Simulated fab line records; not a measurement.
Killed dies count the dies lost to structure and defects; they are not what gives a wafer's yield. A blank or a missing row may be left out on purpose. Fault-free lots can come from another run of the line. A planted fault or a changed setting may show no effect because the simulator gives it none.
Struck lot and sound lot, side by side	flow n5_finfet	14 out of 1938 route steps
Sound: the wafers L696.1, L696.3, L696.5. Struck: wafer L703.6; the same lot's L703.5 was not struck, so it is left out; see the end for the cause.
Per side, at each step with rows, come the tool, then ch with its chambers, and then its first start. Under that, the readings that differ: sound wafers	struck wafers	difference of the means	sigmas: that difference in standard deviations of wafers without a fault.
alike: a reading whose means differ by less than 2 such deviations, as well as words and numbers matching on both sides. not compared: withheld readings; readings where some wafer has no value; bounds like >300 that might hide an equal value; numbers whose values overlap and for which the record gives no deviation.
A row with sigmas, a row that says differs or no value, or rows on one side alone: a step with any of these is where the two part. Numbers that have no deviation but don't overlap get no sigmas and don't part them. Lack of a reading on every wafer of one side parts them only where that side has two or more wafers.

first, 4 steps without rows for these wafers: N5_BEOL_M9_SOFTBAKE_06 (time 60 s); N5_BEOL_M9_EXPOSE_08 (exposes mask M9); N5_BEOL_M9_PEB_09 (peb time 60 s); N5_BEOL_M9_DEVELOP_10 (develop time 30 s).
N5_BEOL_M9_CD_MEAS_11: target cd 64.1 nm.
  sound on cd_sem-02 ch 0, day 11 12:22; struck on cd_sem-02 ch 0, day 13 07:58
reading	sound	struck	difference	sigmas
cd_nm (nm)	65.0 65.6 63.9	63.1	-1.7	-3
N5_BEOL_M9_OVL_MEAS_12:
  sound on overlay-01 ch 0, day 11 12:23; struck on overlay-01 ch 0, day 13 07:59
  alike: M9_OVL
N5_BEOL_M9_INSPECT_13: inspects for defects (brightfield).
  sound: defect_inspect-01 at day 11 12:25; struck: defect_inspect-01 at day 13 08:01
reading	sound	struck	difference	sigmas
raw_defect_count	379 349 578	237	-198	-2
N5_BEOL_M9_DESCUM_16: chemistry O2, time 7.9 s.
  sound on rie_diel-05 ch 1,3, day 11 12:28; struck on rie_diel-02 ch 2, day 13 08:04
  alike: drypump_motor_current_A, oes_product_au, rf_vpp_V, showerhead_plenum_p_Torr, throttle_valve_pct
  not compared: rf_hours_counter_h
N5_BEOL_M9_ETCH_61: etches SiARC in CF4, target depth 39 nm, time 65 s.
  sound on rie_diel-05 ch 1,3, day 11 12:30; struck on rie_diel-02 ch 2, day 13 08:07
reading	sound	struck	difference	sigmas
throttle_valve_pct (%)	15.52 15.55 15.53	15.97	+0.44	+2
  alike: bias_w, drypump_motor_current_A, etch_rf_on_time_s, oes_product_au, rf_vpp_V, showerhead_plenum_p_Torr
  not compared: rf_hours_counter_h
N5_BEOL_M9_ETCH_62: etches SOC in N2/H2, target depth 110 nm, overetch 22 nm, time 165 s.
  sound on rie_diel-05 ch 1,3, day 11 12:33; struck on rie_diel-02 ch 2, day 13 08:12
  alike: bias_w, drypump_motor_current_A, oes_product_au, rf_vpp_V, showerhead_plenum_p_Torr, throttle_valve_pct
  not compared: rf_hours_counter_h
then, 1 step without rows for these wafers: N5_BEOL_M9_STRIP_68 (strips in N2/H2).
N5_BEOL_M9_STRIP_67: strips in CF4.
  sound on rie_diel-05 ch 1,3, day 11 12:42; struck on rie_diel-02 ch 2, day 13 08:17
  alike: drypump_motor_current_A, oes_product_au, rf_vpp_V, showerhead_plenum_p_Torr, throttle_valve_pct
  not compared: rf_hours_counter_h
N5_BEOL_M9_HM_OPEN_17: chemistry Cl2/BCl3, target TiN, target depth 20 nm, overetch 6 nm.
  sound on rie_metal-02 ch 0,1, day 11 12:44; struck on rie_metal-03 ch 1, day 13 08:23
reading	sound	struck	difference	sigmas
model.SOC_of_BEOL_M9_COAT_59.thk_nm (nm)	92.8 92.8 92.6	88.4	-4.3	
  alike: bcl3_flow_sccm, bias_w, drypump_motor_current_A, oes_product_au, throttle_valve_pct
  not compared: rf_hours_counter_h
N5_BEOL_M9_STRIP_19: strips in O2.
  sound on rie_diel-05 ch 0,3, day 11 12:52; struck on rie_diel-04 ch 1, day 13 08:28
reading	sound	struck	difference	sigmas
oes_product_au (a.u.)	0.77 0.71 0.69	0.91	+0.19	+2
throttle_valve_pct (%)	16.61 16.66 16.64	16.19	-0.45	-2
  alike: drypump_motor_current_A, rf_vpp_V, showerhead_plenum_p_Torr
  not compared: rf_hours_counter_h

WHERE THEY PART
At N5_BEOL_M9_CD_MEAS_11 first; at N5_BEOL_M9_STRIP_19 last (within this record only).

WHY: the cause the simulator had injected
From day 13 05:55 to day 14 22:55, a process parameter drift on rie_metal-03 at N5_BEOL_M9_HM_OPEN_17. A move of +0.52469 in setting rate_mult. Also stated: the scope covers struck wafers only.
